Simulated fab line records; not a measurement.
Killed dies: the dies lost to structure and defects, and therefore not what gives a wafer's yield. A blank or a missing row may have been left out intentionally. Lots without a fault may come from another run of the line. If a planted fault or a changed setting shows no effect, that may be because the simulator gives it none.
Matching of chambers | flow n5Finfet | 4 sister chambers for N5_SDB_HM_OPEN_20 on rieDiel-05
The step chemistry CH3F/O2, target SiNx, stops on poly-Si, target depth 24 nm. 16 wafers are shown with their chamber, then 8 later ones without.

## WAFERS PAIRED WITH THEIR CHAMBERS
wafer  | chamber | showerheadPlenumPTorr (Torr) | drypumpMotorCurrentA (A) | throttleValvePct (%)
L080.4 | 2       | 1.99                         | 5.9                      | 16.35
L080.5 | 3       | 2.07                         | 5.6                      | 16.31
L080.6 | 0       | 1.94                         | 6.3                      | 16.42
L084.1 | 1       | 2.08                         | 4.7                      | 16.80
L084.4 | 2       | 1.98                         | 5.9                      | 16.36
L084.6 | 0       | 1.94                         | 6.3                      | 16.46
L085.1 | 2       | 1.98                         | 5.9                      | 16.34
L085.2 | 0       | 1.94                         | 6.4                      | 16.45
L085.3 | 1       | 2.08                         | 4.8                      | 16.80
L086.2 | 3       | 2.06                         | 5.6                      | 16.30
L086.3 | 2       | 1.98                         | 5.9                      | 16.36
L086.4 | 1       | 2.08                         | 4.8                      | 16.79
L087.1 | 0       | 1.94                         | 6.4                      | 16.47
L087.3 | 1       | 2.08                         | 4.7                      | 16.81
L087.5 | 0       | 1.94                         | 6.4                      | 16.45
L088.1 | 0       | 1.94                         | 6.3                      | 16.48

SIGNATURES (averages over the wafers above)
reading               | chamber 0 | chamber 1 | chamber 2 | chamber 3 | scatter within a chamber
showerheadPlenumPTorr | 1.9400    | 2.0800    | 1.9825    | 2.0650    | 0.00323
drypumpMotorCurrentA  | 6.350     | 4.750     | 5.900     | 5.600     | 0.0456
throttleValvePct      | 16.4550   | 16.8000   | 16.3525   | 16.3050   | 0.0149
Rule: for each reading, subtract the chamber's mean from the wafer's reading, divide by that reading's scatter and square the result; add these up over the readings and take the root, which gives the wafer's distance from the chamber. If the next closest chamber is less than 2 further off than the closest, the wafer can't be placed; otherwise it belongs to the closest. How the scatter is found: for the shown wafers, subtract from each reading the mean of its chamber, square and add these, divide the total by (wafers less chambers), then take the root.

## WAFERS MISSING THEIR CHAMBER
wafer  | showerheadPlenumPTorr (Torr) | drypumpMotorCurrentA (A) | throttleValvePct (%)
L088.4 | 1.98                         | 5.8                      | 16.37
L088.5 | 2.08                         | 4.8                      | 16.80
L089.1 | 1.98                         | 5.9                      | 16.38
L089.5 | 1.98                         | 5.8                      | 16.38
L089.6 | 2.06                         | 5.6                      | 16.33
L096.3 | 2.07                         | 4.7                      | 16.84
L096.5 | 2.07                         | 4.7                      | 16.83
L096.6 | 1.93                         | 6.4                      | 16.49

## CHAMBER TAKEN BY EACH
wafer  | from the rows above | in truth
L088.4 | 2                   | 2
L088.5 | 1                   | 1
L089.1 | 2                   | 2
L089.5 | 2                   | 2
L089.6 | 3                   | 3
L096.3 | 1                   | 1
L096.5 | 1                   | 1
L096.6 | 0                   | 0
Correctly placed: 8 of 8. From these rows, 0 cannot be placed. Placed wrongly: 0.
